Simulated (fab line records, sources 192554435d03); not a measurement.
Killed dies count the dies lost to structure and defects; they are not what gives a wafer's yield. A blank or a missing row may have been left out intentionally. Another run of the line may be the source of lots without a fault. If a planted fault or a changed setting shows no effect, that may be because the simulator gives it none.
Chamber matching | flow n5 finfet | N5_DUMMY_GATE_CMP_04 on cmp-01: 4 sister chambers
The step polishes a-Si. 18 wafers are shown with their chamber, then 9 later ones without.

## EACH WAFER AND ITS CHAMBER
wafer  | chamber | motor current A (A) | time to endpoint s (s)
L074.1 | 1       | 11.0                | 13.6
L074.2 | 2       | 10.3                | 13.4
L074.3 | 0       | 7.6                 | 11.6
L077.3 | 1       | 10.6                | 14.7
L077.5 | 3       | 9.0                 | 12.6
L077.6 | 0       | 8.2                 | 11.3
L078.2 | 1       | 11.2                | 11.7
L078.3 | 3       | 8.7                 | 13.5
L078.4 | 0       | 8.2                 | 12.9
L080.2 | 2       | 10.4                | 12.9
L080.4 | 3       | 8.8                 | 13.4
L080.6 | 3       | 8.5                 | 13.4
L081.2 | 0       | 7.6                 | 13.3
L081.5 | 1       | 10.9                | 14.8
L081.6 | 2       | 10.3                | 14.1
L082.1 | 2       | 10.3                | 12.9
L082.4 | 1       | 10.4                | 15.7
L082.5 | 2       | 10.1                | 10.4

SIGNATURES, as means of the wafers listed above
reading            | chamber 0 | chamber 1 | chamber 2 | chamber 3 | scatter within a chamber
motor current A    | 7.900     | 10.820    | 10.280    | 8.750     | 0.26
time to endpoint s | 12.275    | 14.100    | 12.740    | 13.225    | 1.21
Rule: a wafer's distance from a chamber is the root of the sum, over the readings, of the square of ((its reading less the chamber's mean) divided by the reading's scatter). If the next closest chamber is less than 2 further off than the closest, the wafer can't be placed; otherwise it belongs to the closest. The scatter is the square root of a quotient: the sum, over the shown wafers, of each reading's squared deviation from its chamber's mean, divided by wafers minus chambers.

## WAFERS WITH NO CHAMBER GIVEN
wafer  | motor current A (A) | time to endpoint s (s)
L088.1 | 8.2                 | 10.3
L088.2 | 10.4                | 10.8
L088.4 | 8.8                 | 14.1
L089.1 | 10.7                | 12.0
L089.2 | 9.2                 | 10.9
L089.4 | 10.2                | 11.4
L097.1 | 8.8                 | 10.7
L097.3 | 8.0                 | 10.7
L097.5 | 10.6                | 14.1

## EACH ONE'S CHAMBER
wafer  | from the rows above     | in truth
L088.1 | can't be placed: 0 or 3 | 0
L088.2 | can't be placed: 2 or 1 | 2
L088.4 | 3                       | 3
L089.1 | can't be placed: 2 or 1 | 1
L089.2 | can't be placed: 3 or 2 | 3
L089.4 | 2                       | 2
L097.1 | can't be placed: 3 or 0 | 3
L097.3 | 0                       | 0
L097.5 | can't be placed: 1 or 2 | 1
3 of 9 placed correctly. Cannot be placed on the basis of these rows: 6; the candidates contain the true chamber in 6. Placed wrongly: 0.
